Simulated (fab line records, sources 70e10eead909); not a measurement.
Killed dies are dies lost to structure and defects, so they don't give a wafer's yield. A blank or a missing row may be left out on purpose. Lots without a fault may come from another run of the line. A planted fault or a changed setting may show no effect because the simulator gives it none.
Which tool did it? | flow nand_harc | 6 lots, 18 wafers sampled, at 4 steps of a route of 1159

WHAT THE GAUGES READ, wafer by wafer
NHARC_END_SORT_01.
lot  | measured     | on        | killed_at_periphery
L982 | day 20 17:01 | prober-02 | 4 3 6
L995 | day 24 01:56 | prober-01 | 97 103 88

WHICH TOOL RAN EACH LOT (tool, then ch and the chambers of the sampled wafers, then the start)
lot  | NHARC_P_CONTACT_ETCH_36            | NHARC_A_BONDPAD_DEGAS_25     | NHARC_THIN_TSV_CMP_01
L978 | rie_diel-08 ch 0,1,3, day 5 21:31  | pvd_sputter-01, day 19 07:01 | cmp-02 ch 2,3, day 19 20:19
L980 | rie_diel-11 ch 0,1,3, day 6 08:30  | pvd_sputter-03, day 18 04:36 | cmp-01 ch 0,1,3, day 18 21:07
L982 | rie_diel-04 ch 0,1,3, day 6 16:18  | pvd_sputter-03, day 19 04:20 | cmp-04 ch 0,1,2, day 19 17:54
L984 | rie_diel-08 ch 0,2,3, day 7 08:14  | pvd_sputter-01, day 20 03:42 | cmp-04 ch 0,1,2, day 20 20:51
L995 | rie_diel-08 ch 0,1,3, day 10 03:40 | pvd_sputter-02, day 22 10:22 | cmp-01 ch 1,2,3, day 23 06:02
L998 | rie_diel-04 ch 0,2, day 10 19:04   | pvd_sputter-01, day 23 12:13 | cmp-01 ch 0,1,2, day 24 04:29
- NHARC_P_CONTACT_ETCH_36: etches the open film in N2/H2, target depth 260 nm, time 406.25 s.
- NHARC_A_BONDPAD_DEGAS_25: time 60 s.
- NHARC_THIN_TSV_CMP_01: polishes.

THE ANSWER, worked out from the rows above alone
Rule: what is usual is taken from the lots themselves. Put in order of their means at a reading, lots are off if they are a third of the lots or fewer, leave a main group of 4 or more, and stand apart from it by a gap of 3 or more times the standard deviation of the main group's means; of several such gaps the widest counts. A main group whose means are all the same, to the digits that the tables above print for the reading, isn't used. A lot without any number at a reading at which 4 lots or more have one is off too. The other lots that the step has rows for count as sound.
No lot is off at any reading shown: from this, nothing can be told.

WHAT THE SIMULATOR HAD PUT IN
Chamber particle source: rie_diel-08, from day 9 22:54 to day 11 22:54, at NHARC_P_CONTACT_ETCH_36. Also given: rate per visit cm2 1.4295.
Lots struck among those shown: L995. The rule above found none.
